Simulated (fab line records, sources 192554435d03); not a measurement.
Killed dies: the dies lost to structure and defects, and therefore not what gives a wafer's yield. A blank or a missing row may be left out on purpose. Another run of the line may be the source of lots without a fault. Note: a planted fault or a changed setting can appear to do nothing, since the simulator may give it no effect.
fab line records -- flow n5-finfet
record lots=7, wafers=39
route steps=1938 shown PMOS_HMC_CHANNEL_EPI@78 DUMMY_GATE@237 SD_EPI_N@267 HKMG_FIN@402 GATE_CUT@510 MOL_CONTACT_COAG@532
start-h: hours from the record's first day to the start of the lot's first wafer shown -- wait-h: how many hours have passed since the lot's step before this one -- " identical to the entry in the row above -- L1.1+2: a row that stands for several wafers -- - no value, or no start was given -- * or withheld: withheld -- < > ~ a bound
route shown NAME@n: NAME is a module with steps in the file, n the number in the route of the first one -- usual: the fault-free wafers' mean and standard deviation -- same: alike in all rows -- chamber/n: place in a boat -- sites: per-site readings -- _std_site: the values' standard deviation -- _edge_site: outer sites' mean less inner sites' -- radius-mm: for every site, how far away it sits from the centre of the wafer -- mask NAME#n: copy n -- behind: the last tool/chamber to shape the wafer -- hold: why the lot went on hold/how many hours it stayed there/how the hold came to an end -- device: which transistor (n, p or np) failed to switch -- end of line: at the end of the route, the tests of the same wafers -- a step with no rows: only its recipe -- killed: dies lost to structure and defects at the first sort, not the wafer's yield -- map: dies across one wafer; x = killed, . = not, _ = none there
set.NAME: setting as actually run; set.NAME@STEP: the setting as run at that earlier step -- model.NAME: the simulator's own value behind a step, which no gauge read
lots where settings were altered on purpose, with a table for each step and a row for each wafer
## steps
# step N5_PMOS_HMC_CHANNEL_EPI_EPI_20
# recipe material=SiGe30, mask-material=SiO2, pressure-torr=20, target-thk-a=590, temp-c=600
lot.wafer,tool,chamber,start-h,wait-h,set.pressure-torr,model.SiGe30_of_PMOS_HMC_CHANNEL_EPI_EPI_20.thk-nm
L076.1,epi-rpcvd-04,0,30.26,0.0,18.03,57.36
L076.2,epi-rpcvd-04,0,30.26,0.0,18.03,56.86
L076.3,epi-rpcvd-04,0,30.26,0.0,18.03,56.76
L076.4,epi-rpcvd-04,0,30.26,0.0,18.03,55.7
L076.5,epi-rpcvd-04,0,30.26,0.0,18.03,56.13
L076.6,epi-rpcvd-04,0,30.26,0.0,18.03,57.35
L082.1,epi-rpcvd-04,0,66.04,0.0,21.41,59.69
L082.2,epi-rpcvd-04,0,66.04,0.0,21.41,60.52
L082.3,epi-rpcvd-04,0,66.04,0.0,21.41,60.19
L082.4,epi-rpcvd-04,0,66.04,0.0,21.41,60.71
L082.5,epi-rpcvd-04,0,66.04,0.0,21.41,59.41
L082.6,epi-rpcvd-04,0,66.04,0.0,21.41,60.03
L088.1,epi-rpcvd-03,0,101.62,0.0,21.93,61.38
L088.2,epi-rpcvd-03,0,101.62,0.0,21.93,62.14
L088.3,epi-rpcvd-03,0,101.62,0.0,21.93,61.73
L088.4+6,epi-rpcvd-03,0,101.62,0.0,21.93,61.41
L088.5,epi-rpcvd-03,0,101.62,0.0,21.93,61.49
L091.1,epi-rpcvd-03,0,119.72,0.0,20,59.44
L091.4,epi-rpcvd-03,0,119.72,0.0,20,59.96
L091.6,epi-rpcvd-03,0,119.72,0.0,20,59.6
L092.1,epi-rpcvd-02,0,126.84,0.0,17.11,56.74
L092.2,epi-rpcvd-02,0,126.84,0.0,17.11,56.72
L092.3,epi-rpcvd-02,0,126.84,0.0,17.11,56.02
L092.4,epi-rpcvd-02,0,126.84,0.0,17.11,56.58
L092.5,epi-rpcvd-02,0,126.84,0.0,17.11,56.23
L092.6,epi-rpcvd-02,0,126.84,0.0,17.11,56.62
L095.1+5,epi-rpcvd-03,0,144.23,0.0,18.88,56.98
L095.2,epi-rpcvd-03,0,144.23,0.0,18.88,57.19
L095.3,epi-rpcvd-03,0,144.23,0.0,18.88,56.63
L095.4,epi-rpcvd-03,0,144.23,0.0,18.88,56.58
L095.6,epi-rpcvd-03,0,144.23,0.0,18.88,57.14
L096.1,epi-rpcvd-02,0,150.19,0.0,22.33,61.2
L096.2,epi-rpcvd-02,0,150.19,0.0,22.33,61.55
L096.3,epi-rpcvd-02,0,150.19,0.0,22.33,61.17
L096.4,epi-rpcvd-02,0,150.19,0.0,22.33,61.36
L096.5,epi-rpcvd-02,0,150.19,0.0,22.33,61.24
L096.6,epi-rpcvd-02,0,150.19,0.0,22.33,61.59
# step N5_DUMMY_GATE_ETCH_37
# recipe chemistry=N2/H2, target=SOC, target-depth-a=600, overetch-a=300, temp-c=40, ion-energy-ev=200, pressure-mtorr=30, source-w=840, bias-w=150, n2-flow-sccm=200, h2-flow-sccm=200
# usual rf-vpp-V=523.5/2.2
lot.wafer,tool,chamber,start-h,wait-h,set.source-w,rf-vpp-V
L076.1,rie-diel-03,2,66.56,0.0,840,527.1
L076.2,rie-diel-03,0,66.56,0.0,840,520.9
L076.3,rie-diel-03,1,66.56,0.0,706.8,555.8
L076.4,rie-diel-03,3,66.56,0.0,706.8,551.9
L076.5,rie-diel-03,2,66.56,0.0,706.8,556.9
L076.6,rie-diel-03,1,66.56,0.0,840,524.0
L082.1,rie-diel-03,3,93.10,0.0,735.1,546.2
L082.2,rie-diel-03,1,93.10,0.0,735.1,547.0
L082.3,rie-diel-03,2,93.10,0.0,840,525.5
L082.4,rie-diel-03,3,93.10,0.0,735.1,546.6
L082.5,rie-diel-03,1,93.10,0.0,840,522.2
L082.6,rie-diel-03,2,93.10,0.0,840,526.2
L088.1,rie-diel-01,0,132.56,0.0,958,497.1
L088.2,rie-diel-01,1,132.56,0.0,840,522.7
L088.3,rie-diel-01,2,132.56,0.0,958,499.8
L088.4,rie-diel-01,0,132.56,0.0,958,497.9
L088.5,rie-diel-01,1,132.56,0.0,840,521.1
L088.6,rie-diel-01,2,132.56,0.0,840,522.1
L091.1,rie-diel-03,2,147.54,0.0,840,524.8
L091.4,rie-diel-03,3,147.54,0.0,840,522.8
L091.6,rie-diel-03,1,147.54,0.0,840,524.1
L092.1,rie-diel-03,3,154.11,0.0,840,521.6
L092.2,rie-diel-03,2,154.11,0.0,840,525.5
L092.3,rie-diel-03,1,154.11,0.0,840,524.4
L092.4,rie-diel-03,0,154.11,0.0,840,527.5
L092.5,rie-diel-03,2,154.11,0.0,840,525.3
L092.6,rie-diel-03,1,154.11,0.0,840,522.6
L095.1,rie-diel-03,1,174.45,0.0,840,522.7
L095.2,rie-diel-03,2,174.45,0.0,904.1,512.3
L095.3,rie-diel-03,0,174.45,0.0,904.1,515.7
L095.4,rie-diel-03,3,174.45,0.0,840,523.0
L095.5,rie-diel-03,2,174.45,0.0,840,523.0
L095.6,rie-diel-03,1,174.45,0.0,904.1,511.2
L096.1,rie-diel-04,1,177.78,0.0,840,525.1
L096.2,rie-diel-04,3,177.78,0.0,840,522.7
L096.3,rie-diel-04,2,177.78,0.0,953.9,498.4
L096.4,rie-diel-04,0,177.78,0.0,953.9,503.4
L096.5,rie-diel-04,0,177.78,0.0,840,525.8
L096.6,rie-diel-04,3,177.78,0.0,953.9,502.1
# step N5_SD_EPI_N_EXPOSE_06
# recipe mask-id=SD_N_BLK, na=1.35, source-shape=conventional, sigma-outer=0.8, polarization=unpolarized, target-cd-nm=120, dose-mj=39.75
lot.wafer,tool,chamber,start-h,wait-h,mask,set.dose-mj
L076.1+4+5,arfi-scanner-02,0,68.56,-,SD_N_BLK#0,42.51
L076.2+3+6,arfi-scanner-02,0,68.56,-,SD_N_BLK#0,39.75
L082.1+2+6,arfi-scanner-02,0,95.36,-,SD_N_BLK#0,39.75
L082.3+4+5,arfi-scanner-02,0,95.36,-,SD_N_BLK#0,41.6
L088.1+2+3,arfi-scanner-02,0,134.39,-,SD_N_BLK#0,40.91
L088.4+5+6,arfi-scanner-02,0,134.39,-,SD_N_BLK#0,39.75
L091.1+4+6,arfi-scanner-01,0,149.36,-,SD_N_BLK#0,39.75
L092.1+4+5,arfi-scanner-01,0,156.42,-,SD_N_BLK#0,41.52
L092.2+3+6,arfi-scanner-01,0,156.42,-,SD_N_BLK#0,39.75
L095.1+3+6,arfi-scanner-02,0,176.35,-,SD_N_BLK#0,36.98
L095.2+4+5,arfi-scanner-02,0,176.35,-,SD_N_BLK#0,39.75
L096.1+4+6,arfi-scanner-03,0,181.04,-,SD_N_BLK#0,36.93
L096.2+3+5,arfi-scanner-03,0,181.04,-,SD_N_BLK#0,39.75
# step N5_SD_EPI_N_PEB_07
# recipe peb-temp-c=110, peb-time-s=60, resist=CAR-ArF-block
# step N5_SD_EPI_N_DEVELOP_08
# recipe develop-time-s=30, developer=TMAH, resist=CAR-ArF-block, dev-temp-c=23, rinse-liquid=diw, dry=air-spin
# step N5_SD_EPI_N_CD_MEAS_09
# recipe target-cd-nm=120, landing-energy-ev=500, detector=se-inlens
# usual cd-nm=119.3/1.1
lot.wafer,tool,chamber,start-h,wait-h,set.dose-mj@SD_EPI_N_EXPOSE_06,cd-nm
L076.1,cd-sem-02,0,68.68,-,42.51,121.8
L076.2,cd-sem-02,0,68.68,-,39.75,118.6
L076.3,cd-sem-02,0,68.68,-,39.75,119.2
L076.4,cd-sem-02,0,68.68,-,42.51,121.1
L076.5,cd-sem-02,0,68.68,-,42.51,122.3
L076.6,cd-sem-02,0,68.68,-,39.75,118.8
L082.1,cd-sem-01,0,95.49,-,39.75,119.2
L082.2,cd-sem-01,0,95.49,-,39.75,119.6
L082.3,cd-sem-01,0,95.49,-,41.6,121.5
L082.4,cd-sem-01,0,95.49,-,41.6,123.7
L082.5,cd-sem-01,0,95.49,-,41.6,122.8
L082.6,cd-sem-01,0,95.49,-,39.75,119.5
L088.1,cd-sem-02,0,134.51,-,40.91,119.6
L088.2,cd-sem-02,0,134.51,-,40.91,120.1
L088.3,cd-sem-02,0,134.51,-,40.91,121.2
L088.4,cd-sem-02,0,134.51,-,39.75,119.7
L088.5,cd-sem-02,0,134.51,-,39.75,118.2
L088.6,cd-sem-02,0,134.51,-,39.75,118.0
L091.1,cd-sem-01,0,149.48,-,39.75,119.1
L091.4,cd-sem-01,0,149.48,-,39.75,118.4
L091.6,cd-sem-01,0,149.48,-,39.75,120.0
L092.1,cd-sem-02,0,156.54,-,41.52,122.8
L092.2,cd-sem-02,0,156.54,-,39.75,119.0
L092.3,cd-sem-02,0,156.54,-,39.75,119.7
L092.4,cd-sem-02,0,156.54,-,41.52,122.1
L092.5,cd-sem-02,0,156.54,-,41.52,122.5
L092.6,cd-sem-02,0,156.54,-,39.75,118.3
L095.1,cd-sem-01,0,176.47,-,36.98,116.6
L095.2,cd-sem-01,0,176.47,-,39.75,119.8
L095.3,cd-sem-01,0,176.47,-,36.98,115.3
L095.4,cd-sem-01,0,176.47,-,39.75,120.3
L095.5,cd-sem-01,0,176.47,-,39.75,120.4
L095.6,cd-sem-01,0,176.47,-,36.98,116.0
L096.1,cd-sem-02,0,181.16,-,36.93,114.3
L096.2,cd-sem-02,0,181.16,-,39.75,119.5
L096.3,cd-sem-02,0,181.16,-,39.75,118.1
L096.4,cd-sem-02,0,181.16,-,36.93,112.9
L096.5,cd-sem-02,0,181.16,-,39.75,118.3
L096.6,cd-sem-02,0,181.16,-,36.93,114.2
# step N5_SD_EPI_N_DESCUM_14
# recipe chemistry=O2, time-s=7.9, source-power-w=50, bias-power-w=20, pressure-mtorr=20, rf-frequency-hz=2.712e+07, temp-c=40, resist=CAR-ArF-block, o2-flow-sccm=225
lot.wafer,tool,chamber,start-h,wait-h,set.dose-mj@SD_EPI_N_EXPOSE_06,model.SD_EPI_N.cd-nm
L076.1,rie-diel-06,1,68.77,0.0,42.51,121.4
L076.2+6,rie-diel-06,2,68.77,0.0,39.75,118.8
L076.3,rie-diel-06,0,68.77,0.0,39.75,119.2
L076.4,rie-diel-06,0,68.77,0.0,42.51,121
L076.5,rie-diel-06,1,68.77,0.0,42.51,122.4
L082.1,rie-diel-06,0,95.82,0.3,39.75,119.4
L082.2,rie-diel-06,3,95.82,0.3,39.75,119.6
L082.3,rie-diel-06,1,95.82,0.3,41.6,121.4
L082.4,rie-diel-06,2,95.82,0.3,41.6,123.4
L082.5,rie-diel-06,0,95.82,0.3,41.6,123.2
L082.6,rie-diel-06,3,95.82,0.3,39.75,119.2
L088.1,rie-diel-06,2,134.85,0.3,40.91,119.6
L088.2,rie-diel-06,3,134.85,0.3,40.91,120
L088.3,rie-diel-06,1,134.85,0.3,40.91,120.6
L088.4,rie-diel-06,0,134.85,0.3,39.75,119.8
L088.5+6,rie-diel-06,"3,0",134.85,0.3,39.75,118.2
L091.1,rie-diel-05,2,149.57,0.0,39.75,119
L091.4,rie-diel-05,1,149.57,0.0,39.75,118.4
L091.6,rie-diel-05,2,149.57,0.0,39.75,119.8
L092.1+4,rie-diel-05,"2,3",156.63,0.0,41.52,122
L092.2,rie-diel-05,1,156.63,0.0,39.75,119
L092.3,rie-diel-05,0,156.63,0.0,39.75,119.6
L092.5,rie-diel-05,3,156.63,0.0,41.52,122.4
L092.6,rie-diel-05,2,156.63,0.0,39.75,117.8
L095.1,rie-diel-06,3,176.56,0.0,36.98,116
L095.2,rie-diel-06,1,176.56,0.0,39.75,120
L095.3,rie-diel-06,1,176.56,0.0,36.98,115
L095.4,rie-diel-06,3,176.56,0.0,39.75,120.2
L095.5,rie-diel-06,3,176.56,0.0,39.75,120.4
L095.6,rie-diel-06,1,176.56,0.0,36.98,115.8
L096.1,rie-diel-02,2,181.25,0.0,36.93,114.4
L096.2,rie-diel-02,0,181.25,0.0,39.75,119.4
L096.3,rie-diel-02,1,181.25,0.0,39.75,117.8
L096.4,rie-diel-02,2,181.25,0.0,36.93,113.2
L096.5,rie-diel-02,1,181.25,0.0,39.75,118.2
L096.6,rie-diel-02,0,181.25,0.0,36.93,114.2
# step N5_HKMG_FIN_ETCH_54
# recipe chemistry=CF4, target=SiARC, target-depth-a=455, mask-material=CAR-ArF, time-s=75.8, ion-energy-ev=80, pressure-mtorr=40, source-w=545, bias-w=36, Ar_flow_sccm=100, cf4-flow-sccm=100, ends=cleared
# usual rf-vpp-V=184.4/1.1
lot.wafer,tool,chamber,start-h,wait-h,set.bias-w,rf-vpp-V
L076.1,rie-diel-06,0,91.18,0.0,36,184.9
L076.2,rie-diel-06,2,91.18,0.0,36,185.3
L076.3,rie-diel-06,1,91.18,0.0,36,185.3
L076.4,rie-diel-06,1,91.18,0.0,36,184.9
L076.5,rie-diel-06,0,91.18,0.0,36,185.0
L076.6,rie-diel-06,2,91.18,0.0,36,185.6
L082.1,rie-diel-05,3,117.98,0.0,36,184.9
L082.2,rie-diel-05,0,117.98,0.0,36,183.8
L082.3,rie-diel-05,1,117.98,0.0,36,182.2
L082.4,rie-diel-05,2,117.98,0.0,36,184.2
L082.5,rie-diel-05,3,117.98,0.0,36,186.2
L082.6,rie-diel-05,0,117.98,0.0,36,182.5
L088.1,rie-diel-05,1,157.51,0.0,32.53,172.7
L088.2,rie-diel-05,3,157.51,0.0,36,185.1
L088.3,rie-diel-05,2,157.51,0.0,36,183.0
L088.4,rie-diel-05,0,157.51,0.0,32.53,171.5
L088.5,rie-diel-05,0,157.51,0.0,32.53,171.2
L088.6,rie-diel-05,1,157.51,0.0,36,183.7
L091.1,rie-diel-02,2,172.27,0.0,36,186.5
L091.4,rie-diel-02,3,172.27,0.0,36,184.6
L091.6,rie-diel-02,2,172.27,0.0,36,184.8
L092.1,rie-diel-06,1,180.03,0.0,36,184.4
L092.2,rie-diel-06,3,180.03,0.0,36,184.1
L092.3,rie-diel-06,1,180.03,0.0,36,183.4
L092.4,rie-diel-06,3,180.03,0.0,36,183.2
L092.5,rie-diel-06,1,180.03,0.0,36,184.2
L092.6,rie-diel-06,3,180.03,0.0,36,183.2
L095.1,rie-diel-05,3,199.97,0.0,42.71,205.2
L095.2,rie-diel-05,1,199.97,0.0,42.71,204.8
L095.3,rie-diel-05,2,199.97,0.0,36,183.8
L095.4,rie-diel-05,0,199.97,0.0,42.71,205.1
L095.5,rie-diel-05,0,199.97,0.0,36,184.5
L095.6,rie-diel-05,1,199.97,0.0,36,182.4
L096.1,rie-diel-06,2,204.16,0.0,40.1,198.2
L096.2,rie-diel-06,1,204.16,0.0,36,185.2
L096.3,rie-diel-06,0,204.16,0.0,40.1,200.4
L096.4,rie-diel-06,3,204.16,0.0,40.1,196.3
L096.5,rie-diel-06,2,204.16,0.0,36,184.0
L096.6,rie-diel-06,1,204.16,0.0,36,183.9
# step N5_HKMG_FIN_ETCH_35
# recipe chemistry=N2/H2, target=SOC, target-depth-a=2158, ion-energy-ev=65, bias-w=5, source-w=3000, time-s=243.4, pressure-mtorr=30, n2-flow-sccm=200, h2-flow-sccm=200
# usual rf-vpp-V=142.0/0.97
lot.wafer,tool,chamber,start-h,wait-h,set.source-w,rf-vpp-V
L076.1,rie-diel-06,1,94.81,0.0,3000,142.8
L076.2,rie-diel-06,3,94.81,0.0,3000,141.7
L076.3,rie-diel-06,2,94.81,0.0,3000,140.1
L076.4,rie-diel-06,0,94.81,0.0,3000,143.1
L076.5,rie-diel-06,3,94.81,0.0,3000,140.7
L076.6,rie-diel-06,2,94.81,0.0,3000,141.8
L082.1,rie-diel-02,1,121.74,0.0,2714,147.1
L082.2,rie-diel-02,2,121.74,0.0,3000,139.5
L082.3,rie-diel-02,3,121.74,0.0,3000,142.5
L082.4,rie-diel-02,0,121.74,0.0,2714,146.4
L082.5,rie-diel-02,1,121.74,0.0,3000,141.5
L082.6,rie-diel-02,2,121.74,0.0,2714,147.5
L088.1,rie-diel-06,0,161.28,0.0,3000,142.2
L088.2,rie-diel-06,2,161.28,0.0,3000,141.0
L088.3,rie-diel-06,1,161.28,0.0,2519,151.2
L088.4,rie-diel-06,3,161.28,0.0,2519,150.1
L088.5,rie-diel-06,1,161.28,0.0,3000,141.7
L088.6,rie-diel-06,0,161.28,0.0,2519,152.0
L091.1,rie-diel-05,1,175.94,0.0,3000,140.8
L091.4,rie-diel-05,0,175.94,0.0,3000,140.1
L091.6,rie-diel-05,0,175.94,0.0,3000,139.9
L092.1,rie-diel-05,3,183.97,0.0,3000,144.4
L092.2,rie-diel-05,0,183.97,0.0,3000,141.7
L092.3,rie-diel-05,2,183.97,0.0,3000,140.9
L092.4,rie-diel-05,1,183.97,0.0,3000,141.3
L092.5,rie-diel-05,0,183.97,0.0,3000,140.4
L092.6,rie-diel-05,1,183.97,0.0,3000,140.5
L095.1,rie-diel-02,3,203.64,0.0,3000,141.2
L095.2,rie-diel-02,2,203.64,0.0,3000,142.4
L095.3,rie-diel-02,0,203.64,0.0,3000,142.7
L095.4,rie-diel-02,1,203.64,0.0,3000,142.0
L095.5,rie-diel-02,0,203.64,0.0,3000,140.8
L095.6,rie-diel-02,1,203.64,0.0,3000,143.1
L096.1,rie-diel-02,2,207.86,0.0,3220,137.9
L096.2,rie-diel-02,0,207.86,0.0,3000,143.0
L096.3,rie-diel-02,3,207.86,0.0,3220,138.1
L096.4,rie-diel-02,1,207.86,0.0,3000,141.7
L096.5,rie-diel-02,2,207.86,0.0,3220,140.1
L096.6,rie-diel-02,3,207.86,0.0,3000,142.2
# step N5_GATE_CUT_ALD_22
# recipe material=SiNx, target-thk-a=160, temp-c=400, ald-precursor-family=SiH2I2, ald-co-reactant=N2/H2-plasma, pulse-time-s=1, ald-cycles=320, purge-time-s=2, co-reactant-purge-time-s=2, pressure-torr=2
lot.wafer,tool,chamber,start-h,wait-h,set.ald-cycles,model.SiNx_of_GATE_CUT_ALD_22.thk-nm
L076.1+3+5,ald-sin-02,"1,0,0",104.95,0.0,320,16
L076.2+6,ald-sin-02,"3,1",104.95,0.0,291,14.4
L076.4,ald-sin-02,2,104.95,0.0,291,14.6
L082.1+4+5,ald-sin-02,"2,0,0",130.50,0.0,287,14.4
L082.2+6,ald-sin-02,1,130.50,0.0,320,16
L082.3,ald-sin-02,3,130.50,0.0,320,15.8
L088.1+2+3+5+6,ald-sin-04,"1,3,2,2,1",170.39,0.0,320,16
L088.4,ald-sin-04,0,170.39,0.0,320,15.8
L091.1+6,ald-sin-02,3,184.82,0.0,320,15.8
L091.4,ald-sin-02,2,184.82,0.0,320,16
L092.1+3+5,ald-sin-01,"3,1,1",193.06,0.0,320,16
L092.2+4+6,ald-sin-01,"2,0,2",193.06,0.0,349,17.4
L095.1,ald-sin-04,3,212.69,0.0,370,18.4
L095.2+4,ald-sin-04,"0,1",212.69,0.0,320,16
L095.3,ald-sin-04,2,212.69,0.0,320,16.2
L095.5+6,ald-sin-04,"0,1",212.69,0.0,370,18.6
L096.1,ald-sin-02,3,216.74,0.0,320,15.8
L096.2,ald-sin-02,2,216.74,0.0,320,16
L096.3,ald-sin-02,1,216.74,0.0,320,16.2
L096.4+6,ald-sin-02,"2,1",216.74,0.0,286,14.4
L096.5,ald-sin-02,3,216.74,0.0,286,14.2
# step N5_MOL_CONTACT_COAG_ETCH_106
# recipe chemistry=N2/H2, target=SOC, target-depth-a=800, overetch-a=160, mask-material=SiARC, temp-c=40, time-s=120, ion-energy-ev=200, pressure-mtorr=30, source-w=840, bias-w=150, n2-flow-sccm=200, h2-flow-sccm=200
# usual rf-vpp-V=524.7/1.9
lot.wafer,tool,chamber,start-h,wait-h,set.source-w,rf-vpp-V
L076.1,rie-diel-05,1,108.47,0.0,989.3,497.1
L076.2,rie-diel-05,0,108.47,0.0,840,522.8
L076.3,rie-diel-05,3,108.47,0.0,840,527.9
L076.4,rie-diel-05,2,108.47,0.0,989.3,493.6
L076.5,rie-diel-05,2,108.47,0.0,840,522.7
L076.6,rie-diel-05,1,108.47,0.0,989.3,495.3
L082.1,rie-diel-05,3,133.74,0.0,840,526.4
L082.2,rie-diel-05,2,133.74,0.0,840,524.3
L082.3,rie-diel-05,1,133.74,0.0,840,523.7
L082.4,rie-diel-05,0,133.74,0.0,840,522.3
L082.5,rie-diel-05,0,133.74,0.0,840,520.7
L082.6,rie-diel-05,3,133.74,0.0,840,526.0
L088.1,rie-diel-05,3,173.60,0.0,912.3,512.1
L088.2,rie-diel-05,2,173.60,0.0,840,522.1
L088.3,rie-diel-05,1,173.60,0.0,912.3,509.0
L088.4,rie-diel-05,0,173.60,0.0,840,521.2
L088.5,rie-diel-05,2,173.60,0.0,840,521.6
L088.6,rie-diel-05,3,173.60,0.0,912.3,511.9
L091.1,rie-diel-06,2,187.97,0.0,840,526.5
L091.4,rie-diel-06,3,187.97,0.0,840,522.4
L091.6,rie-diel-06,3,187.97,0.0,840,522.8
L092.1,rie-diel-06,3,196.38,0.0,840,522.6
L092.2,rie-diel-06,1,196.38,0.0,840,525.0
L092.3,rie-diel-06,0,196.38,0.0,840,526.8
L092.4,rie-diel-06,2,196.38,0.0,840,526.5
L092.5,rie-diel-06,1,196.38,0.0,840,525.2
L092.6,rie-diel-06,2,196.38,0.0,840,525.6
L095.1,rie-diel-06,1,215.72,0.0,775.4,538.3
L095.2,rie-diel-06,3,215.72,0.0,775.4,536.2
L095.3,rie-diel-06,0,215.72,0.0,775.4,541.5
L095.4,rie-diel-06,2,215.72,0.0,840,525.1
L095.5,rie-diel-06,1,215.72,0.0,840,524.9
L095.6,rie-diel-06,2,215.72,0.0,840,525.3
L096.1,rie-diel-05,3,219.76,0.0,691.4,561.0
L096.2,rie-diel-05,1,219.76,0.0,840,524.8
L096.3,rie-diel-05,2,219.76,0.0,840,522.2
L096.4,rie-diel-05,0,219.76,0.0,840,521.1
L096.5,rie-diel-05,1,219.76,0.0,691.4,557.9
L096.6,rie-diel-05,2,219.76,0.0,691.4,557.1
## key
split step=N5_PMOS_HMC_CHANNEL_EPI_EPI_20, setting=pressure-torr, stated=20, by=lot
response step=N5_PMOS_HMC_CHANNEL_EPI_EPI_20, reading=model.SiGe30_of_PMOS_HMC_CHANNEL_EPI_EPI_20.thk-nm, change=+0.212, per=1%, r=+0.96
split step=N5_DUMMY_GATE_ETCH_37, setting=source-w, stated=840, by=wafer
response step=N5_DUMMY_GATE_ETCH_37, reading=rf-vpp-V, change=-1.75, per=1%, r=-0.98
split step=N5_SD_EPI_N_EXPOSE_06, setting=dose-mj, stated=39.75, by=wafer
response step=N5_SD_EPI_N_CD_MEAS_09, reading=cd-nm, change=+0.603, per=1%, r=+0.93
response step=N5_SD_EPI_N_DESCUM_14, reading=model.SD_EPI_N.cd-nm, change=+0.592, per=1%, r=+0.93
split step=N5_HKMG_FIN_ETCH_54, setting=bias-w, stated=36, by=wafer
response step=N5_HKMG_FIN_ETCH_54, reading=rf-vpp-V, change=+1.18, per=1%, r=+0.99
split step=N5_HKMG_FIN_ETCH_35, setting=source-w, stated=3000, by=wafer
response step=N5_HKMG_FIN_ETCH_35, reading=rf-vpp-V, change=-0.58, per=1%, r=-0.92
split step=N5_GATE_CUT_ALD_22, setting=ald-cycles, stated=320, by=wafer
response step=N5_GATE_CUT_ALD_22, reading=model.SiNx_of_GATE_CUT_ALD_22.thk-nm, change=+0.157, per=1%, r=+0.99
split step=N5_MOL_CONTACT_COAG_ETCH_106, setting=source-w, stated=840, by=wafer
response step=N5_MOL_CONTACT_COAG_ETCH_106, reading=rf-vpp-V, change=-1.77, per=1%, r=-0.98
